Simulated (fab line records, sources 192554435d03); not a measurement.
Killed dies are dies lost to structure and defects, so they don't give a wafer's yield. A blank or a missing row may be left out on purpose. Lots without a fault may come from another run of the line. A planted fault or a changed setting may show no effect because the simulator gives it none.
fab line records | flow n5_finfet
record lots=5 wafers=15 last_day=17
route steps=1938 shown MOL_CONTACT_COAG@576 BEOL_M4@1111 PASSIVATION@1936
lots that met no fault: from a run of the same line without faults
start_h: hours from the record's first day to the start of the lot's first wafer shown | wait_h: hours since the lot's step before | " the same as in the row above | L1.1+2: a row that stands for several wafers | - no value, or no start given | * or withheld: withheld | < > ~ a bound
route shown NAME@n: a module of which the file shows steps, and the number in the route of the first | usual: mean/standard deviation of fault-free wafers | same: alike in all rows | chamber/n: place in a boat | sites: the reading at each site | _std_site: their standard deviation | _edge_site: outer sites' mean less inner sites' | radius_mm: how far each site lies from the wafer's centre | mask NAME#n: copy n | behind: the tool/chamber that last shaped the wafer | hold: why the lot was held/for how many hours/how that ended | device: the transistor (n, p or np) that didn't switch | end of line: the same wafers' tests at the end of the route | a step without rows: its recipe alone | killed: dies lost to structure and defects at the first sort, not the wafer's yield | map: a wafer's dies, x killed, . not, _ none there
set.NAME: the setting as run; set.NAME@STEP: as run at that earlier step | model.NAME: the simulator's own value behind a step, which no gauge read
lots at some steps of the route; a table a step, a row a wafer
services: from which hour (start_h, from the record's first day; less than 0 if before it) a tool's chamber was out of use, for how many hours, and why
## steps
# step N5_MOL_CONTACT_COAG_DESCUM_88
# recipe chemistry=O2 time_s=7 source_power_w=50 bias_power_w=20 pressure_mtorr=20 rf_frequency_hz=2.712e+07 temp_c=40 resist=CAR-EUV o2_flow_sccm=225
# step N5_MOL_CONTACT_COAG_ETCH_89
# recipe chemistry=N2/H2 target=underlayer target_depth_a=130 mask_material=CAR-EUV time_s=10.4 ion_energy_ev=200 pressure_mtorr=30 source_w=840 bias_w=150 n2_flow_sccm=200 h2_flow_sccm=200 ends=cleared
# step N5_MOL_CONTACT_COAG_ETCH_90
# recipe chemistry=CF4 target=SiARC target_depth_a=130 mask_material=CAR-EUV time_s=21.7 ion_energy_ev=80 pressure_mtorr=40 source_w=545 bias_w=36 Ar_flow_sccm=100 cf4_flow_sccm=100 ends=cleared
# step N5_MOL_CONTACT_COAG_ALD_131
# recipe material=SiO2 target_thk_a=50 temp_c=100 ald_precursor_family=BDEAS ald_co_reactant=O2-plasma pulse_time_s=1 co_reactant_pulse_time_s=1 purge_time_s=2 co_reactant_purge_time_s=2 ald_cycles=35 pressure_torr=2
# step N5_MOL_CONTACT_COAG_ETCHBACK_132
# recipe chemistry=CHF3 target=SiO2 target_depth_a=100 time_s=6.7 ion_energy_ev=200 pressure_mtorr=30 source_w=610 bias_w=170 Ar_flow_sccm=200 CHF3_flow_sccm=50
# step N5_MOL_CONTACT_COAG_ETCH_91
# recipe chemistry=N2/H2 target=SOC target_depth_a=600 overetch_a=210 mask_material=SiARC temp_c=40 time_s=101.2 ion_energy_ev=200 pressure_mtorr=30 source_w=840 bias_w=150 n2_flow_sccm=200 h2_flow_sccm=200
# step N5_MOL_CONTACT_COAG_STRIP_92
# recipe chemistry=N2/H2 temp_c=40 n2_flow_sccm=200 h2_flow_sccm=200 rf_frequency_hz=6e+07
# step N5_MOL_CONTACT_COAG_STRIP_93
# recipe chemistry=N2/H2 temp_c=40 n2_flow_sccm=200 h2_flow_sccm=200 rf_frequency_hz=6e+07
# step N5_MOL_CONTACT_COAG_ETCHBACK_135
# recipe chemistry=CHF3 target=SiO2 target_depth_a=250 time_s=16.7 ion_energy_ev=200 pressure_mtorr=30 source_w=610 bias_w=170 Ar_flow_sccm=200 CHF3_flow_sccm=50
# step N5_MOL_CONTACT_COAG_STRIP_118
# recipe chemistry=CHF3 resist=SiARC rf_frequency_hz=6e+07
# step N5_MOL_CONTACT_COAG_VIA_ETCH_46
# recipe chemistry=C4F6/O2 target_depth_a=460 overetch_a=92 mask_material=SOC target=SiO2 bias_w=455 pressure_mtorr=10 time_s=40 source_w=325 Ar_flow_sccm=300 C4F6_flow_sccm=10 O2_flow_sccm=10 ion_energy_ev=575.3 ends=end_point
# usual C4F6_flow_sccm=10.00/0.031 O2_flow_sccm=9.997/0.03 drypump_motor_current_A=5.6/0.41 oes_product_au=0.71/0.085 rf_vpp_V=1588/32 showerhead_plenum_p_Torr=2.81/0.063 throttle_valve_pct=40.9/0.39
# columns lot.wafer tool chamber start_h wait_h C4F6_flow_sccm O2_flow_sccm drypump_motor_current_A oes_product_au rf_hours_counter_h rf_vpp_V showerhead_plenum_p_Torr throttle_valve_pct model.SOC_of_MOL_CONTACT_COAG_COAT_75.thk_nm
L623.1 rie_diel-06 1 170.93 0.0 - - - - - - - - 57.4
L623.4 " 0 " " - - - - - - - - 57.2
L623.5 " 0 " " - - - - - - - - 57.2
L624.1 rie_diel-03 1 177.73 0.0 - - - - - - - - 57.2
L624.2 " 0 " " - - - - - - - - 57.4
L624.6 " 1 " " - - - - - - - - 57.2
L625.4 rie_diel-06 3 182.97 0.0 - - - - - - - - 57.2
L625.5 " 0 " " - - - - - - - - 57.4
L625.6 " 1 " " - - - - - - - - 57.2
L628.2 rie_diel-03 3 203.63 0.0 9.98 10.002 5.8 0.69 114 1526 2.87 40.8 50.8
L628.3 " 1 " " 10.09 10.030 5.9 0.78 33 1595 2.87 40.0 50.6
L628.6 " 3 " " 9.98 9.978 5.8 0.69 - 1527 2.86 40.8 51
L630.3 rie_diel-01 0 216.14 0.0 9.98 9.977 4.9 0.60 243 1599 2.82 41.4 50.2
L630.4 " 3 " " 10.04 9.993 6.1 0.73 88 1569 2.76 40.8 50.2
L630.5 " 1 " " 10.04 9.972 6.3 0.84 - 1546 2.79 41.0 50.4
# step N5_MOL_CONTACT_COAG_STRIP_96
# recipe chemistry=N2/H2 power_w=500 temp_c=40 pressure_mtorr=50 rf_frequency_hz=6e+07 overash_fraction=0.3 bias_power_w=28 h2_frac=0.5 n2_flow_sccm=300 h2_flow_sccm=300
# step N5_MOL_CONTACT_COAG_ETCH_47
# recipe chemistry=CH3F/O2 target=SiNx target_depth_a=270 mask_material=SiO2 stop_on=W over_etch_frac=0.2 ion_energy_ev=120 endpoint=OES-CN pressure_mtorr=30 source_w=395 bias_w=73 Ar_flow_sccm=150 CH3F_flow_sccm=30 O2_flow_sccm=20 ends=end_point
# usual CH3F_flow_sccm=30.00/0.087 O2_flow_sccm=20.00/0.063 drypump_motor_current_A=5.6/0.41 etch_rf_on_time_s=31.0/0.64 oes_product_au=0.71/0.087 rf_vpp_V=298/6.4 showerhead_plenum_p_Torr=1.98/0.047 throttle_valve_pct=16.37/0.27
# columns lot.wafer tool chamber start_h wait_h CH3F_flow_sccm O2_flow_sccm drypump_motor_current_A etch_rf_on_time_s oes_product_au rf_hours_counter_h rf_vpp_V showerhead_plenum_p_Torr throttle_valve_pct model.etch.over_etch_s
L623.1 rie_diel-06 1 171.04 0.0 30.02 19.96 5.8 50.8 0.26 217 302 1.97 16.49 0
L623.4 " 0 " " 30.07 20.06 5.7 50.8 0.29 116 295 1.94 16.07 0
L623.5 " 0 " " 29.90 19.97 5.8 50.8 0.29 - 295 1.94 16.08 0
L624.1 rie_diel-03 1 177.84 0.0 30.03 19.91 5.9 50.8 0.34 23 300 2.03 15.78 0
L624.2 " 0 " " 29.94 20.07 5.2 50.8 0.27 195 302 1.91 16.32 0
L624.6 " 1 " " 29.98 20.11 5.9 50.8 0.34 - 300 2.03 15.79 0
L625.4 rie_diel-06 3 183.08 0.0 30.00 19.97 6.0 50.8 0.25 233 295 1.97 16.67 0
L625.5 " 0 " " 29.90 20.06 5.8 50.8 0.29 - 294 1.93 16.07 0
L625.6 " 1 " " 29.99 20.02 5.7 50.8 0.26 - 301 1.97 16.50 0
L628.2 rie_diel-03 3 203.73 0.0 29.94 19.94 5.8 32.0 0.68 114 286 2.02 16.51 5.329
L628.3 " 1 " " 29.80 20.00 5.9 30.9 0.80 33 299 2.03 15.83 5.148
L628.6 " 3 " " 29.94 19.95 5.8 32.1 0.68 - 286 2.02 16.52 5.343
L630.3 rie_diel-01 0 216.25 0.0 30.05 19.99 4.8 30.8 0.61 243 301 1.98 16.84 5.132
L630.4 " 3 " " 30.13 19.98 6.1 30.6 0.73 88 294 1.94 15.98 5.093
L630.5 " 1 " " 30.05 20.08 6.3 31.3 0.84 - 290 1.96 16.12 5.209
# step N5_MOL_CONTACT_COAG_STRIP_119
# recipe chemistry=N2/H2 time_s=30 power_w=1000 temp_c=250 pressure_mtorr=withheld n2_flow_sccm=1750 h2_flow_sccm=3250
# step N5_MOL_CONTACT_COAG_PRECLEAN_144
# recipe chemistry=alkaline_clean temp_c=60 time_s=60 do_ppb=50
# step N5_MOL_CONTACT_COAG_SRD_145
# recipe dry=ipa_marangoni time_s=30 temp_c=23 rinse_liquid=diw
# step N5_MOL_CONTACT_COAG_CD_MEAS_137
# recipe target_cd_nm=16
# usual cd_nm=16.0/0.34
# columns lot.wafer tool chamber start_h wait_h cd_nm
L623.1 cd_sem-02 - 171.27 0.0 -
L623.4 " - " " -
L623.5 " - " " -
L624.1 cd_sem-01 - 178.06 0.0 -
L624.2 " - " " -
L624.6 " - " " -
L625.4 cd_sem-03 - 183.31 0.0 -
L625.5 " - " " -
L625.6 " - " " -
L628.2 cd_sem-03 - 203.96 0.0 15.5
L628.3 " - " " 16.1
L628.6 " - " " 15.3
L630.3 cd_sem-01 - 216.48 0.0 16.4
L630.4 " - " " 16.6
L630.5 " - " " 16.1
# step N5_MOL_CONTACT_COAG_COAT_62
# recipe resist=SOC temp_c=250 time_s=60 spin_rpm=1500 resist_thk_nm=60
# step N5_MOL_CONTACT_COAG_COAT_63
# recipe resist=SiARC temp_c=220 time_s=60 spin_rpm=1500 resist_thk_nm=10
# step N5_MOL_CONTACT_COAG_COAT_64
# recipe resist=underlayer temp_c=205 time_s=60 spin_rpm=1500 resist_thk_nm=10
# step N5_MOL_CONTACT_COAG_COAT_34
# recipe resist=CAR-EUV spin_rpm=1500 resist_thk_nm=40
# step N5_MOL_CONTACT_COAG_EBR_36
# recipe solvent=PGMEA ebr_width_mm=1.5
# step N5_MOL_CONTACT_COAG_SOFTBAKE_35
# recipe temp_c=110 time_s=60 resist=CAR-EUV
# step N5_MOL_CONTACT_COAG_EXPOSE_37
# recipe mask_id=VD na=0.33 source_shape=annular sigma_inner=0.3 sigma_outer=0.7 polarization=unpolarized defocus_nm=0 dose_mj=62
# step N5_MOL_CONTACT_COAG_PEB_38
# recipe peb_temp_c=100 peb_time_s=60 resist=CAR-EUV
# step N5_MOL_CONTACT_COAG_DEVELOP_39
# recipe develop_time_s=30 developer=TMAH resist=CAR-EUV rinse_liquid=surfactant_rinse dry=air_spin dev_temp_c=23
# step N5_MOL_CONTACT_COAG_DESCUM_45
# recipe chemistry=O2 time_s=7 source_power_w=50 bias_power_w=20 pressure_mtorr=20 rf_frequency_hz=2.712e+07 temp_c=40 resist=CAR-EUV o2_flow_sccm=225
# step N5_MOL_CONTACT_COAG_ETCH_65
# recipe chemistry=N2/H2 target=underlayer target_depth_a=130 mask_material=CAR-EUV time_s=10.4 ion_energy_ev=200 pressure_mtorr=30 source_w=840 bias_w=150 n2_flow_sccm=200 h2_flow_sccm=200 ends=cleared
# step N5_MOL_CONTACT_COAG_ETCH_66
# recipe chemistry=CF4 target=SiARC target_depth_a=130 mask_material=CAR-EUV time_s=21.7 ion_energy_ev=80 pressure_mtorr=40 source_w=545 bias_w=36 Ar_flow_sccm=100 cf4_flow_sccm=100 ends=cleared
# step N5_MOL_CONTACT_COAG_ALD_133
# recipe material=SiO2 target_thk_a=50 temp_c=100 ald_precursor_family=BDEAS ald_co_reactant=O2-plasma pulse_time_s=1 co_reactant_pulse_time_s=1 purge_time_s=2 co_reactant_purge_time_s=2 ald_cycles=35 pressure_torr=2
# step N5_MOL_CONTACT_COAG_ETCHBACK_134
# recipe chemistry=CHF3 target=SiO2 target_depth_a=100 time_s=6.7 ion_energy_ev=200 pressure_mtorr=30 source_w=610 bias_w=170 Ar_flow_sccm=200 CHF3_flow_sccm=50
# step N5_MOL_CONTACT_COAG_ETCH_67
# recipe chemistry=N2/H2 target=SOC target_depth_a=600 overetch_a=210 mask_material=SiARC temp_c=40 time_s=101.2 ion_energy_ev=200 pressure_mtorr=30 source_w=840 bias_w=150 n2_flow_sccm=200 h2_flow_sccm=200
# step N5_MOL_CONTACT_COAG_STRIP_68
# recipe chemistry=N2/H2 temp_c=40 n2_flow_sccm=200 h2_flow_sccm=200 rf_frequency_hz=6e+07
# step N5_MOL_CONTACT_COAG_STRIP_69
# recipe chemistry=N2/H2 temp_c=40 n2_flow_sccm=200 h2_flow_sccm=200 rf_frequency_hz=6e+07
# step N5_MOL_CONTACT_COAG_ETCHBACK_136
# recipe chemistry=CHF3 target=SiO2 target_depth_a=250 time_s=16.7 ion_energy_ev=200 pressure_mtorr=30 source_w=610 bias_w=170 Ar_flow_sccm=200 CHF3_flow_sccm=50
# step N5_MOL_CONTACT_COAG_STRIP_120
# recipe chemistry=CHF3 resist=SiARC rf_frequency_hz=6e+07
# step N5_MOL_CONTACT_COAG_VIA_ETCH_117
# recipe chemistry=C4F6/O2 target_depth_a=400 overetch_a=80 mask_material=SOC target=SiO2 bias_w=455 pressure_mtorr=10 time_s=26 source_w=325 Ar_flow_sccm=300 C4F6_flow_sccm=10 O2_flow_sccm=10 ion_energy_ev=575.3 ends=end_point
# step N5_MOL_CONTACT_COAG_ETCH_124
# recipe chemistry=CH3F/O2 target=SiNx target_depth_a=65 mask_material=SOC stop_on=SiOC over_etch_frac=0.3 ion_energy_ev=120 pressure_mtorr=30 source_w=395 bias_w=73 Ar_flow_sccm=150 CH3F_flow_sccm=30 O2_flow_sccm=20 ends=end_point
# usual CH3F_flow_sccm=29.97/0.091 O2_flow_sccm=20.00/0.063 drypump_motor_current_A=5.6/0.48 oes_product_au=0.68/0.084 rf_vpp_V=297/6 showerhead_plenum_p_Torr=1.98/0.037 throttle_valve_pct=16.35/0.28
# columns lot.wafer tool chamber start_h wait_h CH3F_flow_sccm O2_flow_sccm drypump_motor_current_A oes_product_au rf_hours_counter_h rf_vpp_V showerhead_plenum_p_Torr throttle_valve_pct
L623.1 rie_diel-03 1 172.24 0.0 30.09 20.00 5.9 0.34 20 299 2.03 15.76
L623.4 " 1 " " 30.16 19.99 5.8 0.34 - 300 2.03 15.76
L623.5 " 3 " " 29.91 19.97 5.8 0.29 - 284 2.02 16.46
L624.1 rie_diel-06 2 179.62 0.0 29.89 19.99 4.9 0.33 43 308 2.03 16.38
L624.2 " 1 " " 29.82 20.00 5.8 0.26 220 301 1.97 16.49
L624.6 " 3 " " 30.07 19.96 6.0 0.25 - 296 1.97 16.66
L625.4 rie_diel-03 0 184.39 0.0 29.75 19.83 5.2 0.27 - 300 1.91 16.34
L625.5 " 1 " " 29.84 19.96 5.9 0.34 - 298 2.03 15.79
L625.6 " 3 " " 29.86 20.02 5.8 0.29 - 286 2.02 16.46
L628.2 rie_diel-03 0 205.34 0.0 29.93 19.99 5.2 0.60 205 302 1.90 16.35
L628.3 " 1 " " 29.91 19.98 5.9 0.76 33 299 2.03 15.81
L628.6 " 0 " " 29.92 20.07 5.2 0.61 - 302 1.90 16.34
L630.3 rie_diel-01 0 217.56 0.0 29.99 20.08 4.8 0.58 244 301 1.98 16.80
L630.4 " 3 " " 30.06 20.11 6.1 0.70 88 294 1.94 15.94
L630.5 " 0 " " 29.92 20.09 4.9 0.58 - 299 1.98 16.81
# step N5_BEOL_M4_RC_MEAS_101
# usual DIBL_N=35.6/1.7 DIBL_P=35.0/2 IOFF_N=0.148/0.027 IOFF_P=0.19/0.032 ION_N=671/14 ION_P=460/9.1 SS_N=71.3/0.62 SS_P=73.0/0.64 VT_N=251/3.2 VT_P=-251.5/2.9
# columns lot.wafer tool chamber start_h wait_h DIBL_N[mV/V] DIBL_P[mV/V] IOFF_N[nA/um] IOFF_P[nA/um] ION_N[uA/um] ION_P[uA/um] SS_N[mV/dec] SS_P[mV/dec] VT_N[mV] VT_P[mV]
L628.2 prober-02 0 298.73 0.2 36.1 34.5 0.139 0.17 659 447 70.9 73.2 252 -255.2
L628.3 " 0 " " 35.3 32.9 0.124 0.15 664 451 70.7 73.3 253 -255.9
L628.6 " 0 " " 38.3 36.3 0.174 0.20 678 455 71.8 73.3 249 -252.0
L630.3 prober-01 0 300.25 0.3 35.0 33.5 0.138 0.17 693 474 70.8 72.3 250 -252.8
L630.4 " 0 " " 34.7 32.3 0.114 0.15 657 457 70.9 72.1 254 -255.0
L630.5 " 0 " " 36.6 34.5 0.151 0.19 656 459 71.8 73.2 253 -250.2
# step N5_PASSIVATION_PROBE_49
# usual killed_at_M0_to_M3=35/11 killed_at_M4_up=14/5.4 killed_at_contacts=13/6 killed_at_front_end=38/11 killed_at_other=3.4/2.6 killed_dies=104/19 killed_on_rim=13/3.9 killed_open=68/13 killed_short=34/8.5
# same gross_dies=1180 killed_at_back_side=0
# columns lot.wafer tool chamber start_h wait_h killed_at_M0_to_M3 killed_at_M4_up killed_at_contacts killed_at_front_end killed_at_other killed_dies killed_on_rim killed_open killed_short
L623.1 prober-01 - 369.99 0.0 49 7 1068 45 11 1180 152 75 41
L623.4 prober-01 - 370.14 0.2 34 28 1082 35 1 1180 152 67 33
L623.5 prober-01 - 370.19 0.2 21 13 1096 36 14 1180 152 57 32
L625.4 prober-01 - 393.20 0.2 19 9 1118 32 2 1180 152 51 25
L625.5 prober-01 - 393.25 0.2 29 15 1107 29 0 1180 152 60 23
L625.6 prober-01 - 393.30 0.3 33 12 1102 30 3 1180 152 63 27
L624.1 prober-01 - 395.56 0.0 26 5 1120 25 4 1180 152 56 19
L624.2 prober-01 - 395.61 0.1 20 11 1104 40 5 1180 152 44 39
L624.6 prober-01 - 395.81 0.3 36 9 1101 25 9 1180 152 57 33
L628.2 prober-01 - 410.28 0.1 29 13 30 37 3 112 10 84 28
L628.3 prober-01 - 410.33 0.1 19 11 8 57 6 101 11 56 35
L628.6 prober-01 - 410.48 0.3 32 11 17 34 4 98 14 57 32
# killed by level:class
L623.1 MOL_CONTACT_COAG:area_etch=1063 BEOL_M0_SAQP:geometric_particle:open=17 STI_FIN_REVEAL:geometric_particle:open=16 BEOL_M2:geometric_particle:open=14 FIN_SAQP:geometric_particle:short=12 BEOL_M0_SAQP:geometric_particle:short=7 BEOL_M2:geometric_particle:short=4 BEOL_M4:geometric_particle:open=4
L623.4 MOL_CONTACT_COAG:area_etch=1079 BEOL_M4:geometric_particle:open=22 BEOL_M2:geometric_particle:open=9 GATE_CUT:geometric_particle:short=8 BEOL_M0_SAQP:geometric_particle:short=8 STI_FIN_REVEAL:geometric_particle:open=6 BEOL_M0_SAQP:geometric_particle:open=6 GATE_CUT:geometric_particle:open=5
L623.5 MOL_CONTACT_COAG:area_etch=1089 STI_FIN_REVEAL:geometric_particle:open=8 BEOL_M0_SAQP:geometric_particle:open=7 FIN_SAQP:geometric_particle:short=6 MOL_CONTACT_COAG:geometric_particle:open=6 BEOL_M0_SAQP:geometric_particle:short=5 FIN_SAQP:geometric_particle:open=4 MIM_TOP_ETCH:geometric_particle:short=4
L625.4 MOL_CONTACT_COAG:area_etch=1102 MOL_CONTACT_COAG:geometric_particle:open=11 FIN_SAQP:geometric_particle:open=7 BEOL_M4:geometric_particle:open=6 MOL_CONTACT_COAG:geometric_particle:short=5 BEOL_M3:geometric_particle:open=5 STI_FIN_REVEAL:geometric_particle:open=4 STARTING-WAFER:geometric_particle:short=4
L625.5 MOL_CONTACT_COAG:area_etch=1093 MOL_CONTACT_COAG:geometric_particle:open=13 BEOL_M0_SAQP:geometric_particle:short=8 BEOL_M4:geometric_particle:open=8 BEOL_M0_SAQP:geometric_particle:open=6 BEOL_M1:geometric_particle:open=6 DUMMY_GATE:geometric_particle:open=5 BEOL_M3:geometric_particle:open=5
L625.6 MOL_CONTACT_COAG:area_etch=1090 MOL_CONTACT_COAG:geometric_particle:open=11 BEOL_M0_SAQP:geometric_particle:open=9 FIN_SAQP:geometric_particle:short=7 BEOL_M1:geometric_particle:open=6 STI_FIN_REVEAL:geometric_particle:open=6 BEOL_M4:geometric_particle:open=6 BEOL_M2:geometric_particle:open=4
L624.1 MOL_CONTACT_COAG:area_etch=1105 MOL_CONTACT_COAG:geometric_particle:open=13 BEOL_M2:geometric_particle:open=7 DUMMY_GATE:geometric_particle:open=5 FIN_SAQP:geometric_particle:open=4 STI_FIN_REVEAL:geometric_particle:open=4 BEOL_M1:geometric_particle:open=4 BEOL_M0:geometric_particle:open=4
L624.2 MOL_CONTACT_COAG:area_etch=1096 BEOL_M0_SAQP:geometric_particle:open=8 FIN_SAQP:geometric_particle:open=7 BEOL_M0_SAQP:geometric_particle:short=7 ILD0:geometric_particle:short=6 GATE_CUT:geometric_particle:short=4 MOL_CONTACT_COAG:geometric_particle:open=4 MOL_CONTACT_COAG:geometric_particle:short=4
L624.6 MOL_CONTACT_COAG:area_etch=1088 MOL_CONTACT_COAG:geometric_particle:open=10 BEOL_M3:geometric_particle:open=9 BEOL_M1:geometric_particle:open=8 BEOL_M2:geometric_particle:short=6 BEOL_M2:geometric_particle:open=6 FIN_SAQP:geometric_particle:short=4 GATE_CUT:geometric_particle:short=4
L628.2 MOL_CONTACT_COAG:geometric_particle:open=25 BEOL_M0_SAQP:geometric_particle:open=11 DUMMY_GATE:geometric_particle:open=8 BEOL_M5:geometric_particle:open=8 FIN_SAQP:geometric_particle:short=7 FIN_SAQP:geometric_particle:open=7 MOL_CONTACT_COAG:geometric_particle:short=5 BEOL_M2:geometric_particle:open=5
L628.3 FIN_SAQP:geometric_particle:short=13 HKMG_FIN:area_etch=9 FIN_SAQP:geometric_particle:open=6 ILD0:geometric_particle:short=6 DUMMY_GATE:geometric_particle:open=5 MOL_CONTACT_COAG:geometric_particle:open=5 BEOL_M3:geometric_particle:open=4 BEOL_M6:geometric_particle:open=4
L628.6 MOL_CONTACT_COAG:geometric_particle:open=13 HKMG_FIN:area_etch=9 BEOL_M0_SAQP:geometric_particle:open=8 BEOL_M0_SAQP:geometric_particle:short=7 STI_FIN_REVEAL:geometric_particle:open=5 BEOL_M2:geometric_particle:open=5 FIN_SAQP:geometric_particle:short=4 MOL_CONTACT_COAG:geometric_particle:short=4
# map L623.1 (x killed, . not)
_________________xxxxxxxxxxxx________________
______________xxxxxxxxxxxxxxxxxx_____________
___________xxxxxxxxxxxxxxxxxxxxxxxx__________
__________xxxxxxxxxxxxxxxxxxxxxxxxxx_________
________xxxxxxxxxxxxxxxxxxxxxxxxxxxxxx_______
_______xxxxxxxxxxxxxxxxxxxxxxxxxxxxxxxx______
______xxxxxxxxxxxxxxxxxxxxxxxxxxxxxxxxxx_____
_____xxxxxxxxxxxxxxxxxxxxxxxxxxxxxxxxxxxx____
____xxxxxxxxxxxxxxxxxxxxxxxxxxxxxxxxxxxxxx___
___xxxxxxxxxxxxxxxxxxxxxxxxxxxxxxxxxxxxxxxx__
___xxxxxxxxxxxxxxxxxxxxxxxxxxxxxxxxxxxxxxxx__
__xxxxxxxxxxxxxxxxxxxxxxxxxxxxxxxxxxxxxxxxxx_
__xxxxxxxxxxxxxxxxxxxxxxxxxxxxxxxxxxxxxxxxxx_
_xxxxxxxxxxxxxxxxxxxxxxxxxxxxxxxxxxxxxxxxxxxx
_xxxxxxxxxxxxxxxxxxxxxxxxxxxxxxxxxxxxxxxxxxxx
_xxxxxxxxxxxxxxxxxxxxxxxxxxxxxxxxxxxxxxxxxxxx
_xxxxxxxxxxxxxxxxxxxxxxxxxxxxxxxxxxxxxxxxxxxx
_xxxxxxxxxxxxxxxxxxxxxxxxxxxxxxxxxxxxxxxxxxxx
_xxxxxxxxxxxxxxxxxxxxxxxxxxxxxxxxxxxxxxxxxxxx
_xxxxxxxxxxxxxxxxxxxxxxxxxxxxxxxxxxxxxxxxxxxx
_xxxxxxxxxxxxxxxxxxxxxxxxxxxxxxxxxxxxxxxxxxxx
__xxxxxxxxxxxxxxxxxxxxxxxxxxxxxxxxxxxxxxxxxx_
__xxxxxxxxxxxxxxxxxxxxxxxxxxxxxxxxxxxxxxxxxx_
___xxxxxxxxxxxxxxxxxxxxxxxxxxxxxxxxxxxxxxxx__
___xxxxxxxxxxxxxxxxxxxxxxxxxxxxxxxxxxxxxxxx__
____xxxxxxxxxxxxxxxxxxxxxxxxxxxxxxxxxxxxxx___
_____xxxxxxxxxxxxxxxxxxxxxxxxxxxxxxxxxxxx____
______xxxxxxxxxxxxxxxxxxxxxxxxxxxxxxxxxx_____
_______xxxxxxxxxxxxxxxxxxxxxxxxxxxxxxxx______
________xxxxxxxxxxxxxxxxxxxxxxxxxxxxxx_______
__________xxxxxxxxxxxxxxxxxxxxxxxxxx_________
___________xxxxxxxxxxxxxxxxxxxxxxxx__________
______________xxxxxxxxxxxxxxxxxx_____________
_________________xxxxxxxxxxxx________________
# map L624.1 (x killed, . not)
_________________xxxxxxxxxxxx________________
______________xxxxxxxxxxxxxxxxxx_____________
___________xxxxxxxxxxxxxxxxxxxxxxxx__________
__________xxxxxxxxxxxxxxxxxxxxxxxxxx_________
________xxxxxxxxxxxxxxxxxxxxxxxxxxxxxx_______
_______xxxxxxxxxxxxxxxxxxxxxxxxxxxxxxxx______
______xxxxxxxxxxxxxxxxxxxxxxxxxxxxxxxxxx_____
_____xxxxxxxxxxxxxxxxxxxxxxxxxxxxxxxxxxxx____
____xxxxxxxxxxxxxxxxxxxxxxxxxxxxxxxxxxxxxx___
___xxxxxxxxxxxxxxxxxxxxxxxxxxxxxxxxxxxxxxxx__
___xxxxxxxxxxxxxxxxxxxxxxxxxxxxxxxxxxxxxxxx__
__xxxxxxxxxxxxxxxxxxxxxxxxxxxxxxxxxxxxxxxxxx_
__xxxxxxxxxxxxxxxxxxxxxxxxxxxxxxxxxxxxxxxxxx_
_xxxxxxxxxxxxxxxxxxxxxxxxxxxxxxxxxxxxxxxxxxxx
_xxxxxxxxxxxxxxxxxxxxxxxxxxxxxxxxxxxxxxxxxxxx
_xxxxxxxxxxxxxxxxxxxxxxxxxxxxxxxxxxxxxxxxxxxx
_xxxxxxxxxxxxxxxxxxxxxxxxxxxxxxxxxxxxxxxxxxxx
_xxxxxxxxxxxxxxxxxxxxxxxxxxxxxxxxxxxxxxxxxxxx
_xxxxxxxxxxxxxxxxxxxxxxxxxxxxxxxxxxxxxxxxxxxx
_xxxxxxxxxxxxxxxxxxxxxxxxxxxxxxxxxxxxxxxxxxxx
_xxxxxxxxxxxxxxxxxxxxxxxxxxxxxxxxxxxxxxxxxxxx
__xxxxxxxxxxxxxxxxxxxxxxxxxxxxxxxxxxxxxxxxxx_
__xxxxxxxxxxxxxxxxxxxxxxxxxxxxxxxxxxxxxxxxxx_
___xxxxxxxxxxxxxxxxxxxxxxxxxxxxxxxxxxxxxxxx__
___xxxxxxxxxxxxxxxxxxxxxxxxxxxxxxxxxxxxxxxx__
____xxxxxxxxxxxxxxxxxxxxxxxxxxxxxxxxxxxxxx___
_____xxxxxxxxxxxxxxxxxxxxxxxxxxxxxxxxxxxx____
______xxxxxxxxxxxxxxxxxxxxxxxxxxxxxxxxxx_____
_______xxxxxxxxxxxxxxxxxxxxxxxxxxxxxxxx______
________xxxxxxxxxxxxxxxxxxxxxxxxxxxxxx_______
__________xxxxxxxxxxxxxxxxxxxxxxxxxx_________
___________xxxxxxxxxxxxxxxxxxxxxxxx__________
______________xxxxxxxxxxxxxxxxxx_____________
_________________xxxxxxxxxxxx________________
## services
# columns tool chamber start_h hours kind
rie_diel-06 1 153.08 4.2 repair
rie_diel-03 2 157.10 - clean
rie_diel-03 2 157.10 - consumable_replace:esc
rie_diel-03 2 157.10 - consumable_replace:focus_ring
rie_diel-03 2 157.10 - consumable_replace:showerhead
rie_diel-03 2 157.10 28.5 scheduled_down
rie_diel-03 2 157.10 28.5 vent_cycle
rie_diel-01 1 162.13 - clean
rie_diel-01 1 162.13 - consumable_replace:focus_ring
rie_diel-01 1 162.13 17.2 scheduled_down
rie_diel-01 1 162.13 17.2 vent_cycle
rie_diel-03 2 201.74 28.7 repair
rie_diel-06 1 214.36 13.2 repair
## key
first_sign step=N5_MOL_CONTACT_COAG_VIA_ETCH_46 reading=tool_record direction=missing
effect step=N5_MOL_CONTACT_COAG_ETCH_47 reading=etch_rf_on_time_s direction=up sigmas=31 usual=* struck=*
effect step=N5_MOL_CONTACT_COAG_CD_MEAS_137 reading=cd_nm direction=missing
effect step=N5_MOL_CONTACT_COAG_ETCH_124 reading=oes_product_au direction=down sigmas=4.4 usual=0.68 struck=0.30
effect step=N5_PASSIVATION_PROBE_49 reading=killed_at_contacts direction=up sigmas=99+ usual=13 struck=1100
model_effect step=N5_MOL_CONTACT_COAG_VIA_ETCH_46 value=SOC_of_MOL_CONTACT_COAG_COAT_75.thk_nm without=50.64 struck=57.27
model_effect step=N5_MOL_CONTACT_COAG_ETCH_47 value=etch.over_etch_s without=5.137 struck=0
more_kills_born_at N5_MOL_CONTACT_COAG_VIA_ETCH_46@rie_diel-06=6516 N5_MOL_CONTACT_COAG_VIA_ETCH_46@rie_diel-03=3289
met_at N5_MOL_CONTACT_COAG_VIA_ETCH_46
struck_wafers L623.1,L623.4,L623.5,L624.1,L624.2,L624.6,L625.4,L625.5,L625.6
later_rows_left_out L623.1,L623.4,L623.5,L624.1,L624.2,L624.6,L625.4,L625.5,L625.6
tester_left_out L623,L624,L625
fault kind=skipped_step_whole tool=rie_diel-03,rie_diel-06 chamber=- onset_h=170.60 steps=N5_MOL_CONTACT_COAG_VIA_ETCH_46 scope=struck_lots_only
# tester_left_out: of these lots the tester's yield and bins aren't shown, on N5 and GAA mostly nor the transistor test; their killed dies are dies lost to structure and defects alone, not to doping, threshold or leakage, so they don't give the yield
# later_rows_left_out: the simulator's readings of these wafers behind a module that went badly wrong aren't trusted and aren't shown, but for the sort
